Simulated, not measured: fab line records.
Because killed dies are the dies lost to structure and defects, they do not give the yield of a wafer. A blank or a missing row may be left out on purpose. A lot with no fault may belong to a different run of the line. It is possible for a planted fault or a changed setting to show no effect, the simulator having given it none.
Matching of chambers	flow nand_harc	NHARC_A_WL_FILL_ETCHBACK_26 on rie_si-04 has 3 sister chambers
The step etches the open film in HBr, target depth 52 nm, time 13.3 s. 6 wafers are shown with their chamber, then 5 later ones without.

WAFERS, EACH WITH ITS CHAMBER
wafer	chamber	throttle_valve_pct (%)	oes_product_au (a.u.)
L079.1	1	23.265	1.004
L087.2	1	23.269	1.011
L087.4	2	23.276	1.004
L087.6	3	23.259	0.999
L090.1	2	23.266	0.994
L090.2	3	23.234	0.992

WAFERS WITH NO CHAMBER GIVEN
wafer	throttle_valve_pct (%)	oes_product_au (a.u.)
L092.4	23.263	1.004
L092.5	23.261	0.989
L092.6	23.263	1.002
L096.5	23.257	1.006
L096.6	23.276	1.009

THE CHAMBER EACH PASSED THROUGH
wafer	from the rows above	in truth
L092.4	can't be placed: 1 or 2 or 3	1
L092.5	can't be placed: 3 or 2 or 1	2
L092.6	can't be placed: 2 or 1 or 3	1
L096.5	can't be placed: 1 or 2 or 3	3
L096.6	can't be placed: 1 or 2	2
Placed correctly: 0 of 5. Cannot be placed on the basis of these rows: 5; the candidates contain the true chamber in 5. Placed wrongly: 0.
How it was worked out, from the rows above alone: a wafer's distance from a chamber is the root of the sum, over the readings, of the square of ((its reading less the chamber's mean) divided by the reading's scatter). If the next closest chamber is less than 2 further off than the closest, the wafer can't be placed; otherwise it belongs to the closest. The mean given for a chamber averages the wafers shown for that chamber. The scatter is the square root of a quotient: the sum, over the shown wafers, of each reading's squared deviation from its chamber's mean, divided by wafers minus chambers.
